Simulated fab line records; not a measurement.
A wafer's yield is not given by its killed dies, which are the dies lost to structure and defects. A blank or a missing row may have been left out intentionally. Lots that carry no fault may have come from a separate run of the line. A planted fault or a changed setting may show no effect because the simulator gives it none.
What tool caused it? | flow nand harc | 11 lots with 33 wafers sampled at 5 steps, on a route of 1302 steps

WHAT THE GAUGES SHOWED, per wafer
NHARC_P_M0_CD_MEAS_09: the cd target is 90 nm. Usual: cd nm at 89.7 nm, with a standard deviation of 0.71.
lot  | measured     | on        | cd nm (nm)     | flag
L164 | day 6 05:27  | cd sem-02 | 89.8 90.2 91.2 |
L165 | day 6 12:57  | cd sem-01 | 90.7 90.8 91.6 |
L166 | day 7 01:19  | cd sem-01 | 88.4 89.5 88.2 |
L167 | day 7 05:06  | cd sem-01 | 89.8 89.9 90.7 |
L168 | day 7 20:33  | cd sem-03 | 89.1 89.0 89.5 |
L169 | day 8 04:10  | cd sem-03 | 90.4 89.5 90.0 |
L170 | day 8 15:59  | cd sem-01 | 90.1 88.5 89.6 |
L171 | day 9 05:56  | cd sem-02 | 89.5 89.4 89.0 |
L172 | day 9 06:37  | cd sem-03 | 89.9 90.0 90.6 |
L173 | day 10 01:19 | cd sem-01 | 89.9 89.4 89.2 |
L179 | day 12 11:50 | cd sem-03 | 92.1 92.9 92.6 | OFF

NHARC_P_M0_OVL_MEAS_10: pitch 180 nm. Usual: overlay x nm 0.1 nm, standard deviation 0.77; overlay y nm 0.1 nm, standard deviation 0.72.
lot  | measured     | on         | overlay x nm (nm) | overlay y nm (nm) | flag
L164 | day 6 05:32  | overlay-02 | -0.4 -0.7 -0.4    | -0.4 -0.5 -0.8    |
L165 | day 6 13:02  | overlay-02 | -0.6 -0.6 -0.7    | 0.1 0.4 0.6       |
L166 | day 7 01:24  | overlay-01 | -0.4 -0.6 -1.0    | 0.8 0.1 -0.3      |
L167 | day 7 05:11  | overlay-01 | 1.2 0.3 0.7       | 0.9 0.1 0.8       |
L168 | day 7 20:38  | overlay-02 | 0.0 -0.1 -0.3     | 2.1 2.6 2.3       | OFF
L169 | day 8 04:15  | overlay-02 | -0.5 -0.6 -0.7    | -0.6 -0.6 -0.4    |
L170 | day 8 16:05  | overlay-02 | 0.4 0.4 0.3       | 0.2 0.4 0.3       |
L171 | day 9 06:01  | overlay-01 | -0.1 0.0 0.0      | 0.5 0.4 0.9       |
L172 | day 9 06:42  | overlay-01 | -1.6 -1.2 -1.2    | 0.5 0.4 1.3       |
L173 | day 10 01:24 | overlay-02 | -1.3 -1.1 -1.2    | -0.2 0.1 0.1      |
L179 | day 12 11:55 | overlay-02 | 0.6 0.3 0.5       | -0.8 -1.0 -0.9    |

NHARC_P_M0_INSPECT_11. Usual: raw defect count at 4.0, with a standard deviation of 2.3.
lot  | measured     | on                | raw defect count | flag
L164 | day 6 05:34  | defect inspect-01 | 4 6 6            |
L165 | day 6 13:04  | defect inspect-01 | 7 7 7            |
L166 | day 7 01:26  | defect inspect-02 | 4 4 4            |
L167 | day 7 05:13  | defect inspect-01 | 6 3 4            |
L168 | day 7 20:40  | defect inspect-02 | 6 12 4           |
L169 | day 8 04:17  | defect inspect-02 | 1 5 6            |
L170 | day 8 16:07  | defect inspect-01 | 1 7 1            |
L171 | day 9 06:04  | defect inspect-02 | 2 1 1            |
L172 | day 9 06:44  | defect inspect-01 | 1 2 4            |
L173 | day 10 01:26 | defect inspect-02 | 4 1 1            |
L179 | day 12 11:57 | defect inspect-01 | 4 5 2            |

NHARC_END_SORT_01. Usual: defect limited yield 89.8 %, standard deviation 2.4; killed at array 64, standard deviation 16; killed at other 1.0, standard deviation 1.1; killed at periphery 3.5, standard deviation 2.3; killed dies 69, standard deviation 17; killed open 3.2, standard deviation 1.6; killed short 2.4, standard deviation 1.6.
lot  | measured     | on        | defect limited yield (%) | killed at array | killed at other | killed at periphery | killed dies | killed open | killed short | flag
L179 | day 31 05:57 | prober-01 | 91.9 91.7 91.7           | 52 51 55        | 0 1 0           | 3 4 1               | 55 56 56    | 1 3 3       | 1 3 0        |

WHICH TOOL RAN EACH LOT (tool, then ch and the chambers of the sampled wafers, then the start)
lot  | NHARC_P_M0_ETCH_34
L164 | rie diel-11 ch 0,2,3, day 6 05:44
L165 | rie diel-07 ch 0,1,2, day 6 13:14
L166 | rie diel-07 ch 1,2,3, day 7 01:35
L167 | rie diel-04 ch 2,3, day 7 05:40
L168 | rie diel-07 ch 0,1,2, day 7 20:49
L169 | rie diel-07 ch 2,3, day 8 04:26
L170 | rie diel-07 ch 0,2,3, day 8 16:17
L171 | rie diel-04 ch 0,1, day 9 06:12
L172 | rie diel-04 ch 0,2,3, day 9 06:53
L173 | rie diel-11 ch 0,3, day 10 01:38
L179 | rie diel-04 ch 0,1,3, day 12 12:05
- NHARC_P_M0_ETCH_34: etches the open film in N2/H2, target depth 40 nm, overetch 12 nm, time 43.94 s.

WHAT THE TOOLS THEMSELVES READ (means of the sampled wafers that have a number; where no wafer has one, the mark that the record gives instead)
NHARC_P_M0_ETCH_34. Usual: drypump motor current A 5.9 A, standard deviation 0.35; n2 flow sccm 150.0 sccm, standard deviation 0.45; oes product au 1.000 a.u., standard deviation 0.0084; rf vpp V 431.3 V, standard deviation 2.9; showerhead plenum p Torr 2.07 Torr, standard deviation 0.1; throttle valve pct 14.171 %, standard deviation 0.0088.
lot  | tool        | drypump motor current A (A) | n2 flow sccm (sccm) | oes product au (a.u.) | rf vpp V (V) | showerhead plenum p Torr (Torr) | throttle valve pct (%) | flag
L164 | rie diel-11 | 5.9                         | 150.2               | 1.009                 | 428.4        | 1.96                            | 14.179                 |
L165 | rie diel-07 | 6.0                         | 150.0               | 0.996                 | 431.5        | 2.06                            | 14.173                 |
L166 | rie diel-07 | 6.1                         | 150.0               | 1.004                 | 430.7        | 2.05                            | 14.167                 |
L167 | rie diel-04 | 6.0                         | 150.1               | 1.002                 | 430.8        | 2.06                            | 14.175                 |
L168 | rie diel-07 | 6.0                         | 150.0               | 1.003                 | 430.8        | 2.06                            | 14.179                 |
L169 | rie diel-07 | 6.2                         | 150.0               | 1.008                 | 431.0        | 2.03                            | 14.168                 |
L170 | rie diel-07 | 6.2                         | 149.9               | 1.001                 | 430.7        | 2.05                            | 14.171                 |
L171 | rie diel-04 | 5.3                         | 150.1               | 0.998                 | 430.4        | 2.04                            | 14.174                 |
L172 | rie diel-04 | 5.7                         | 150.3               | 0.992                 | 430.1        | 2.02                            | 14.169                 |
L173 | rie diel-11 | 6.3                         | 149.8               | 1.007                 | 428.5        | 1.99                            | 14.166                 |
L179 | rie diel-04 | 5.6                         | 150.0               | 0.993                 | 430.2        | 2.06                            | 14.178                 |

THE ANSWER, worked out from the rows above alone
Rule: a lot counts as off when the mean over its wafers that have a number is more than 3 standard deviations away from the usual mean. A lot without any number at a reading at which 4 lots or more have one is off too. All remaining lots with rows at the step are treated as sound. The gauges are gone through in route order, then the tools' own readings, and for those a lot's mean is taken as printed above. At the first step where some lot is off, the reading lying furthest off is the one used; lots without a number count as furthest.
Off, at NHARC_P_M0_CD_MEAS_09 on cd nm: L179.
A tool fits if, at a process step before that reading, it ran every lot that is off, and no sound lot after the first of them. Gauges at NHARC_P_M0_CD_MEAS_09: tried the same way as those tools. One fits: cd sem-03 at NHARC_P_M0_CD_MEAS_09. Its last sound lot is L172 (day 9 06:37), its first lot that is off L179 (day 12 11:50): a fault that began between those two fits.

WHAT WAS PUT IN BY THE SIMULATOR
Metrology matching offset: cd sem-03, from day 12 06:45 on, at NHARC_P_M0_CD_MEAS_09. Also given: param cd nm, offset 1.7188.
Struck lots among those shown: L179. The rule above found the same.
